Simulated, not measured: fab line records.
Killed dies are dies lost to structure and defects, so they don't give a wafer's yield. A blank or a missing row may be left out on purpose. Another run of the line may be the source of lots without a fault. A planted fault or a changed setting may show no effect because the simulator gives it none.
Matching of chambers + flow nand harc + rie diel-06 running NHARC_P_GATE_DESCUM_13: 4 sister chambers
The step chemistry O2, time 3 s. 27 wafers are shown with their chamber, then 12 later ones without.

== WAFERS WITH THEIR CHAMBER ==
| wafer  | chamber | showerhead plenum p Torr (Torr) | drypump motor current A (A) | oes product au (a.u.) |
|--------|---------|---------------------------------|-----------------------------|-----------------------|
| L075.2 | 2       | 2.03                            | 5.6                         | 0.983                 |
| L075.4 | 0       | 1.84                            | 5.4                         | 0.996                 |
| L075.5 | 1       | 1.93                            | 5.8                         | 1.014                 |
| L074.1 | 3       | 1.79                            | 6.0                         | 1.013                 |
| L074.2 | 2       | 2.03                            | 5.6                         | 0.982                 |
| L074.6 | 3       | 1.79                            | 6.0                         | 1.009                 |
| L077.2 | 0       | 1.84                            | 5.4                         | 0.978                 |
| L077.4 | 2       | 2.03                            | 5.6                         | 0.980                 |
| L077.6 | 0       | 1.84                            | 5.4                         | 0.984                 |
| L078.1 | 0       | 1.84                            | 5.4                         | 0.973                 |
| L078.2 | 1       | 1.92                            | 5.8                         | 1.008                 |
| L078.4 | 2       | 2.03                            | 5.6                         | 0.983                 |
| L079.1 | 0       | 1.84                            | 5.4                         | 0.977                 |
| L079.3 | 2       | 2.03                            | 5.6                         | 0.977                 |
| L079.6 | 2       | 2.03                            | 5.6                         | 0.989                 |
| L081.2 | 3       | 1.78                            | 6.1                         | 1.015                 |
| L081.4 | 2       | 2.03                            | 5.6                         | 0.988                 |
| L081.5 | 3       | 1.78                            | 6.1                         | 1.004                 |
| L082.1 | 3       | 1.78                            | 6.0                         | 1.020                 |
| L082.3 | 1       | 1.92                            | 5.8                         | 1.007                 |
| L082.4 | 2       | 2.03                            | 5.6                         | 0.990                 |
| L084.1 | 0       | 1.84                            | 5.4                         | 0.994                 |
| L084.2 | 2       | 2.03                            | 5.6                         | 1.004                 |
| L084.6 | 0       | 1.84                            | 5.4                         | 0.995                 |
| L083.2 | 2       | 2.03                            | 5.6                         | 0.989                 |
| L083.3 | 1       | 1.92                            | 5.9                         | 1.009                 |
| L083.4 | 3       | 1.78                            | 6.0                         | 1.006                 |

SIGNATURES, as means of the wafers listed above
| reading                  | chamber 0 | chamber 1 | chamber 2 | chamber 3 | scatter within a chamber |
|--------------------------|-----------|-----------|-----------|-----------|--------------------------|
| showerhead plenum p Torr | 1.8400    | 1.9225    | 2.0300    | 1.7833    | 0.00301                  |
| drypump motor current A  | 5.400     | 5.825     | 5.600     | 6.033     | 0.0301                   |
| oes product au           | 0.98529   | 1.00950   | 0.98650   | 1.01117   | 0.00745                  |
Rule: distance of a wafer from a chamber = root of the sum over the readings of ((wafer's reading minus chamber's mean) / reading's scatter) squared. If the next closest chamber is less than 2 further off than the closest, the wafer can't be placed; otherwise it belongs to the closest. The scatter: take each reading less its chamber's mean, square it, sum over the shown wafers, divide by the number of wafers less the number of chambers, and take the root.

== WAFERS MISSING THEIR CHAMBER ==
| wafer  | showerhead plenum p Torr (Torr) | drypump motor current A (A) | oes product au (a.u.) |
|--------|---------------------------------|-----------------------------|-----------------------|
| L087.2 | 1.92                            | 5.8                         | 1.010                 |
| L087.3 | 2.02                            | 5.6                         | 0.987                 |
| L087.4 | 1.78                            | 6.0                         | 1.009                 |
| L088.1 | 2.02                            | 5.6                         | 0.993                 |
| L088.3 | 1.92                            | 5.8                         | 1.007                 |
| L088.4 | 1.84                            | 5.4                         | 0.980                 |
| L092.2 | 1.83                            | 5.4                         | 0.986                 |
| L092.4 | 1.92                            | 5.8                         | 0.994                 |
| L092.5 | 2.02                            | 5.6                         | 0.988                 |
| L091.1 | 2.02                            | 5.6                         | 0.991                 |
| L091.3 | 1.83                            | 5.4                         | 0.986                 |
| L091.5 | 2.02                            | 5.6                         | 0.995                 |

== WHICH CHAMBER EACH WENT THROUGH ==
| wafer  | from the rows above | in truth |
|--------|---------------------|----------|
| L087.2 | 1                   | 1        |
| L087.3 | 2                   | 2        |
| L087.4 | 3                   | 3        |
| L088.1 | 2                   | 2        |
| L088.3 | 1                   | 1        |
| L088.4 | 0                   | 0        |
| L092.2 | 0                   | 0        |
| L092.4 | 1                   | 1        |
| L092.5 | 2                   | 2        |
| L091.1 | 2                   | 2        |
| L091.3 | 0                   | 0        |
| L091.5 | 2                   | 2        |
Correct placement for 12 of the 12. From these rows, 0 cannot be placed. Number placed wrongly: 0.
